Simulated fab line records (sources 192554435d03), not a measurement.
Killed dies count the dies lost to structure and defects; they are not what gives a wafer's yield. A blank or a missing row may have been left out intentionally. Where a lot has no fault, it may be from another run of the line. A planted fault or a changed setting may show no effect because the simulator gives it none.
Split-lot trial / flow n5-finfet / route with 1938 steps; 7 lots, 39 wafers read

THE SPLIT ITSELF
At N5_BEOL_M4_DESCUM_33 (chemistry O2, time 7 s), the setting time-s was moved away from the recipe's 7 s on 9 of the 39 wafers read, by -38.5% to +47.3%. The other wafers ran this setting at the recipe's value.

FROM THE SPLIT TO THE READING: what the file shows between them, 3 steps
- N5_BEOL_M4_ETCH_77: etches underlayer in N2/H2, target depth 6.5 nm, time 5.2 s
- N5_BEOL_M4_ETCH_69: etches SiARC in CF4, target depth 15.6 nm, time 26 s
- N5_BEOL_M4_ALD_98: deposits SiO2, target thk 2.5 nm, pulse time 1 s, co reactant pulse time 1 s

THE READING
CAR-EUV_of_BEOL_M4_COAT_22.thk-nm (the simulator's own value, which no gauge read), in nm, at N5_BEOL_M4_ETCHBACK_99 (etches SiO2 in CHF3, target depth 5 nm, time 10.4 s). The file does not state a usual value for it. Average 10.4 nm, standard deviation 0.11 nm, over the 30 wafers here run with the recipe.

wafer=L074.1; tool, chamber at the split=rie-diel-04, 2,1,3,1; time-s as run, s=7; against the recipe=recipe; CAR-EUV_of_BEOL_M4_COAT_22.thk-nm, nm=10.6; against lot-mates on the recipe=-
wafer=L074.2; tool, chamber at the split=rie-diel-04, 2,1,3,1; time-s as run, s=7; against the recipe=recipe; CAR-EUV_of_BEOL_M4_COAT_22.thk-nm, nm=10.4; against lot-mates on the recipe=-
wafer=L074.3; tool, chamber at the split=rie-diel-04, 0,2; time-s as run, s=7; against the recipe=recipe; CAR-EUV_of_BEOL_M4_COAT_22.thk-nm, nm=10.4; against lot-mates on the recipe=-
wafer=L074.4; tool, chamber at the split=rie-diel-04, 2,1,3,1; time-s as run, s=7; against the recipe=recipe; CAR-EUV_of_BEOL_M4_COAT_22.thk-nm, nm=10.4; against lot-mates on the recipe=-
wafer=L074.5; tool, chamber at the split=rie-diel-04, 2,1,3,1; time-s as run, s=7; against the recipe=recipe; CAR-EUV_of_BEOL_M4_COAT_22.thk-nm, nm=10.4; against lot-mates on the recipe=-
wafer=L074.6; tool, chamber at the split=rie-diel-04, 0,2; time-s as run, s=7; against the recipe=recipe; CAR-EUV_of_BEOL_M4_COAT_22.thk-nm, nm=10.4; against lot-mates on the recipe=-
wafer=L077.1; tool, chamber at the split=rie-diel-04, 2,1; time-s as run, s=7; against the recipe=recipe; CAR-EUV_of_BEOL_M4_COAT_22.thk-nm, nm=10.4; against lot-mates on the recipe=-
wafer=L077.2; tool, chamber at the split=rie-diel-04, 1; time-s as run, s=7; against the recipe=recipe; CAR-EUV_of_BEOL_M4_COAT_22.thk-nm, nm=10.4; against lot-mates on the recipe=-
wafer=L077.5; tool, chamber at the split=rie-diel-04, 2,1; time-s as run, s=7; against the recipe=recipe; CAR-EUV_of_BEOL_M4_COAT_22.thk-nm, nm=10.4; against lot-mates on the recipe=-
wafer=L077.3; tool, chamber at the split=rie-diel-04, 0,3,0; time-s as run, s=10.31; against the recipe=+47.3%; CAR-EUV_of_BEOL_M4_COAT_22.thk-nm, nm=8.8; against lot-mates on the recipe=-1.6
wafer=L077.4; tool, chamber at the split=rie-diel-04, 0,3,0; time-s as run, s=10.31; against the recipe=+47.3%; CAR-EUV_of_BEOL_M4_COAT_22.thk-nm, nm=8.8; against lot-mates on the recipe=-1.6
wafer=L077.6; tool, chamber at the split=rie-diel-04, 0,3,0; time-s as run, s=10.31; against the recipe=+47.3%; CAR-EUV_of_BEOL_M4_COAT_22.thk-nm, nm=8.8; against lot-mates on the recipe=-1.6
wafer=L078.1; tool, chamber at the split=rie-diel-04, 2,3,1,3,0; time-s as run, s=7; against the recipe=recipe; CAR-EUV_of_BEOL_M4_COAT_22.thk-nm, nm=10.2; against lot-mates on the recipe=-
wafer=L078.4; tool, chamber at the split=rie-diel-04, 0; time-s as run, s=7; against the recipe=recipe; CAR-EUV_of_BEOL_M4_COAT_22.thk-nm, nm=10.2; against lot-mates on the recipe=-
wafer=L078.6; tool, chamber at the split=rie-diel-04, 2,3,1,3,0; time-s as run, s=7; against the recipe=recipe; CAR-EUV_of_BEOL_M4_COAT_22.thk-nm, nm=10.2; against lot-mates on the recipe=-
wafer=L078.2; tool, chamber at the split=rie-diel-04, 2,3,1,3,0; time-s as run, s=7; against the recipe=recipe; CAR-EUV_of_BEOL_M4_COAT_22.thk-nm, nm=10.4; against lot-mates on the recipe=-
wafer=L078.3; tool, chamber at the split=rie-diel-04, 2,3,1,3,0; time-s as run, s=7; against the recipe=recipe; CAR-EUV_of_BEOL_M4_COAT_22.thk-nm, nm=10.4; against lot-mates on the recipe=-
wafer=L078.5; tool, chamber at the split=rie-diel-04, 2,3,1,3,0; time-s as run, s=7; against the recipe=recipe; CAR-EUV_of_BEOL_M4_COAT_22.thk-nm, nm=10.4; against lot-mates on the recipe=-
wafer=L086.1; tool, chamber at the split=rie-diel-04, 1; time-s as run, s=7; against the recipe=recipe; CAR-EUV_of_BEOL_M4_COAT_22.thk-nm, nm=10.4; against lot-mates on the recipe=-
wafer=L086.2; tool, chamber at the split=rie-diel-04, 2,1; time-s as run, s=7; against the recipe=recipe; CAR-EUV_of_BEOL_M4_COAT_22.thk-nm, nm=10.4; against lot-mates on the recipe=-
wafer=L086.5; tool, chamber at the split=rie-diel-04, 2,1; time-s as run, s=7; against the recipe=recipe; CAR-EUV_of_BEOL_M4_COAT_22.thk-nm, nm=10.4; against lot-mates on the recipe=-
wafer=L086.3; tool, chamber at the split=rie-diel-04, 0,3,0; time-s as run, s=9.259; against the recipe=+32.3%; CAR-EUV_of_BEOL_M4_COAT_22.thk-nm, nm=9.4; against lot-mates on the recipe=-1.0
wafer=L086.4; tool, chamber at the split=rie-diel-04, 0,3,0; time-s as run, s=9.259; against the recipe=+32.3%; CAR-EUV_of_BEOL_M4_COAT_22.thk-nm, nm=9.2; against lot-mates on the recipe=-1.2
wafer=L086.6; tool, chamber at the split=rie-diel-04, 0,3,0; time-s as run, s=9.259; against the recipe=+32.3%; CAR-EUV_of_BEOL_M4_COAT_22.thk-nm, nm=9.2; against lot-mates on the recipe=-1.2
wafer=L088.1; tool, chamber at the split=rie-diel-01, 1,2,3,3; time-s as run, s=7; against the recipe=recipe; CAR-EUV_of_BEOL_M4_COAT_22.thk-nm, nm=10.4; against lot-mates on the recipe=-
wafer=L088.4; tool, chamber at the split=rie-diel-01, 1,2,3,3; time-s as run, s=7; against the recipe=recipe; CAR-EUV_of_BEOL_M4_COAT_22.thk-nm, nm=10.4; against lot-mates on the recipe=-
wafer=L088.6; tool, chamber at the split=rie-diel-01, 1,2,3,3; time-s as run, s=7; against the recipe=recipe; CAR-EUV_of_BEOL_M4_COAT_22.thk-nm, nm=10.4; against lot-mates on the recipe=-
wafer=L088.2; tool, chamber at the split=rie-diel-01, 0; time-s as run, s=7; against the recipe=recipe; CAR-EUV_of_BEOL_M4_COAT_22.thk-nm, nm=10.6; against lot-mates on the recipe=-
wafer=L088.5; tool, chamber at the split=rie-diel-01, 0; time-s as run, s=7; against the recipe=recipe; CAR-EUV_of_BEOL_M4_COAT_22.thk-nm, nm=10.6; against lot-mates on the recipe=-
wafer=L088.3; tool, chamber at the split=rie-diel-01, 1,2,3,3; time-s as run, s=7; against the recipe=recipe; CAR-EUV_of_BEOL_M4_COAT_22.thk-nm, nm=10.2; against lot-mates on the recipe=-
wafer=L089.2; tool, chamber at the split=rie-diel-01, 0,2,1; time-s as run, s=7; against the recipe=recipe; CAR-EUV_of_BEOL_M4_COAT_22.thk-nm, nm=10.4; against lot-mates on the recipe=-
wafer=L089.3; tool, chamber at the split=rie-diel-01, 0,2,1; time-s as run, s=7; against the recipe=recipe; CAR-EUV_of_BEOL_M4_COAT_22.thk-nm, nm=10.4; against lot-mates on the recipe=-
wafer=L089.4; tool, chamber at the split=rie-diel-01, 0,2,1; time-s as run, s=7; against the recipe=recipe; CAR-EUV_of_BEOL_M4_COAT_22.thk-nm, nm=10.4; against lot-mates on the recipe=-
wafer=L090.1; tool, chamber at the split=rie-diel-01, 3,1,2; time-s as run, s=4.304; against the recipe=-38.5%; CAR-EUV_of_BEOL_M4_COAT_22.thk-nm, nm=11.8; against lot-mates on the recipe=+1.2
wafer=L090.4; tool, chamber at the split=rie-diel-01, 3,1,2; time-s as run, s=4.304; against the recipe=-38.5%; CAR-EUV_of_BEOL_M4_COAT_22.thk-nm, nm=11.8; against lot-mates on the recipe=+1.2
wafer=L090.2; tool, chamber at the split=rie-diel-01, 2,1,3; time-s as run, s=7; against the recipe=recipe; CAR-EUV_of_BEOL_M4_COAT_22.thk-nm, nm=10.6; against lot-mates on the recipe=-
wafer=L090.5; tool, chamber at the split=rie-diel-01, 2,1,3; time-s as run, s=7; against the recipe=recipe; CAR-EUV_of_BEOL_M4_COAT_22.thk-nm, nm=10.6; against lot-mates on the recipe=-
wafer=L090.6; tool, chamber at the split=rie-diel-01, 2,1,3; time-s as run, s=7; against the recipe=recipe; CAR-EUV_of_BEOL_M4_COAT_22.thk-nm, nm=10.6; against lot-mates on the recipe=-
wafer=L090.3; tool, chamber at the split=rie-diel-01, 3,1,2; time-s as run, s=4.304; against the recipe=-38.5%; CAR-EUV_of_BEOL_M4_COAT_22.thk-nm, nm=12; against lot-mates on the recipe=+1.4
Where a row lists several chambers, the file gives one row for several wafers and doesn't say which wafer went through which chamber.

FIT RESULTS
A straight line over all 39 wafers: CAR-EUV_of_BEOL_M4_COAT_22.thk-nm changes by -0.0357 nm for each +1% of time-s; r = -0.99; the points scatter about the line by 0.11 nm.
The same after taking each lot's own level away (the mean of its wafers on the recipe; 39 wafers): -0.0338 nm for each +1%; r = -0.99; scatter 0.085 nm.
The reading moves by 1.6 nm for the largest change in time-s, on that fit.
The lots' own levels span 10.30 to 10.60 nm, that is 2.6 times the standard deviation above.
The two slopes are in agreement: the lot-to-lot level therefore moves the slope only a little.
Check: for one of the wafers moved furthest among these (+47.3%), held out of the fit, the line's prediction against its lot-mates is -1.6 nm. Against them it came out at -1.6 nm.

THE WHOLE CHAIN: every reading that the file lists as answering this split, in the file's order
step=N5_BEOL_M4_DESCUM_33; what it does=chemistry O2, time 7 s; reading=CAR-EUV_of_BEOL_M4_COAT_22.thk-nm (the simulator's own value, which no gauge read); change (the file's fit)=-0.0351 nm for each +1% of the setting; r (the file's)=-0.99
step=N5_BEOL_M4_ETCH_77; what it does=etches underlayer in N2/H2, target depth 6.5 nm, time 5.2 s; reading=CAR-EUV_of_BEOL_M4_COAT_22.thk-nm (the simulator's own value, which no gauge read); change (the file's fit)=-0.0363 nm for each +1% of the setting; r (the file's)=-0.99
step=N5_BEOL_M4_ETCHBACK_99; what it does=etches SiO2 in CHF3, target depth 5 nm, time 10.4 s; reading=CAR-EUV_of_BEOL_M4_COAT_22.thk-nm (the simulator's own value, which no gauge read); change (the file's fit)=-0.0338 nm for each +1% of the setting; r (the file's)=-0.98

FILE'S OWN FIT
CAR-EUV_of_BEOL_M4_COAT_22.thk-nm changes by -0.0338 nm for each +1% of time-s, r = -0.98.
